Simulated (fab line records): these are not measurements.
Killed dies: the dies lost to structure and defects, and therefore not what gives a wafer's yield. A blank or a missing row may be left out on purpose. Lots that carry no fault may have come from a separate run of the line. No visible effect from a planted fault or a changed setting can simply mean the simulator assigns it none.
Which tool was responsible? | flow n5Finfet | Sampling: 11 lots, 33 wafers, 5 of 1938 route steps

## WHAT EACH GAUGE READ, for each wafer
N5_SD_EPI_N_CD_MEAS_09: the cd target is 120 nm.
lot  | measured    | on       | cdNm (nm)
L075 | day 3 07:37 | cdSem-01 | 120.1 120.5 119.9
L077 | day 4 00:43 | cdSem-01 | 119.4 120.0 120.4
L079 | day 4 09:08 | cdSem-01 | 120.3 120.5 121.1
L081 | day 4 18:40 | cdSem-03 | 120.2 120.3 119.2
L083 | day 5 08:01 | cdSem-03 | 120.2 120.3 120.7
L085 | day 5 20:55 | cdSem-01 | 119.2 120.5 120.3
L087 | day 6 08:08 | cdSem-03 | 119.1 120.2 120.4
L090 | day 7 03:35 | cdSem-02 | 120.3 119.8 119.1
L092 | day 7 12:32 | cdSem-01 | 119.3 120.4 119.6
L095 | day 8 05:30 | cdSem-01 | 120.3 120.5 119.9
L097 | day 8 23:22 | cdSem-02 | 120.1 118.6 119.0

## WHAT TOOL EACH LOT RAN ON (gives the tool, then ch and the chambers of the sampled wafers, and finally the start)
lot  | N5_FIN_SAQP_ETCH_34              | N5_FIN_CUT_CUT_ETCH_26           | N5_DUMMY_GATE_DESCUM_20          | N5_DUMMY_GATE_ETCH_36
L075 | rieDiel-05 ch 0,2, day 2 08:00   | rieDiel-03 ch 0,2, day 2 09:27   | rieDiel-01 ch 0,1,3, day 3 05:27 | rieDiel-01 ch 0,1,3, day 3 05:33
L077 | rieDiel-06 ch 0,2, day 2 21:13   | rieDiel-03 ch 0,2,3, day 3 03:20 | rieDiel-01 ch 0,1,2, day 3 22:04 | rieDiel-01 ch 0,1,2, day 3 22:10
L079 | rieDiel-05 ch 0,1, day 3 08:37   | rieDiel-04 ch 1,2,3, day 3 10:04 | rieDiel-01 ch 0,3, day 4 05:49   | rieDiel-01 ch 0,3, day 4 05:55
L081 | rieDiel-06 ch 1,2,3, day 3 19:44 | rieDiel-01 ch 1,2,3, day 3 21:12 | rieDiel-01 ch 0,1,2, day 4 15:50 | rieDiel-01 ch 0,1,2, day 4 15:57
L083 | rieDiel-02 ch 1,2,3, day 4 10:04 | rieDiel-01 ch 0,1,2, day 4 11:25 | rieDiel-01 ch 1,2,3, day 5 05:58 | rieDiel-01 ch 1,2,3, day 5 06:05
L085 | rieDiel-05 ch 0,1,3, day 4 22:47 | rieDiel-04 ch 0,1,3, day 5 00:10 | rieDiel-04 ch 0,1,2, day 5 18:53 | rieDiel-04 ch 0,1,2, day 5 19:00
L087 | rieDiel-06 ch 0,1,2, day 5 09:03 | rieDiel-04 ch 2,3, day 5 11:25   | rieDiel-04 ch 0,1,3, day 6 05:59 | rieDiel-04 ch 0,1,3, day 6 06:05
L090 | rieDiel-06 ch 0,3, day 6 03:51   | rieDiel-04 ch 0,1, day 6 05:22   | rieDiel-01 ch 0,2, day 7 01:33   | rieDiel-01 ch 0,2, day 7 01:39
L092 | rieDiel-05 ch 0,1,2, day 6 14:30 | rieDiel-04 ch 0,1, day 6 15:50   | rieDiel-03 ch 0,1, day 7 10:05   | rieDiel-03 ch 0,1, day 7 10:12
L095 | rieDiel-05 ch 0,1, day 7 07:50   | rieDiel-03 ch 0,1,2, day 7 09:15 | rieDiel-04 ch 1,2,3, day 8 03:21 | rieDiel-04 ch 1,2,3, day 8 03:27
L097 | rieDiel-05 ch 0,3, day 7 19:38   | rieDiel-04 ch 0,1,3, day 7 21:08 | rieDiel-01 ch 1,2, day 8 15:25   | rieDiel-01 ch 1,2, day 8 15:34
- N5_FIN_SAQP_ETCH_34: etches SiO2 in C4F6/O2, target depth 45 nm, time 15 s.
- N5_FIN_CUT_CUT_ETCH_26: etches SiNx in CH3F/O2, target depth 39 nm, time 55.7 s.
- N5_DUMMY_GATE_DESCUM_20: chemistry O2, time 6.2 s.
- N5_DUMMY_GATE_ETCH_36: etches SiARC in CF4, target depth 13 nm.

## THE ANSWER, worked out from the rows above alone
Rule: the lots themselves supply what counts as usual. Put in order of their means at a reading, lots are off if they are a third of the lots or fewer, leave a main group of 4 or more, and stand apart from it by a gap of 3 or more times the standard deviation of the main group's means; of several such gaps the widest counts. Not used: any main group whose means are identical at the precision the tables above print for the reading. Also off: a lot with no number at a reading for which 4 or more lots have one. All remaining lots with rows at the step are treated as sound.
Across all readings shown, no lot is off: no conclusion can be drawn from this.

## WHAT THE SIMULATOR PUT IN
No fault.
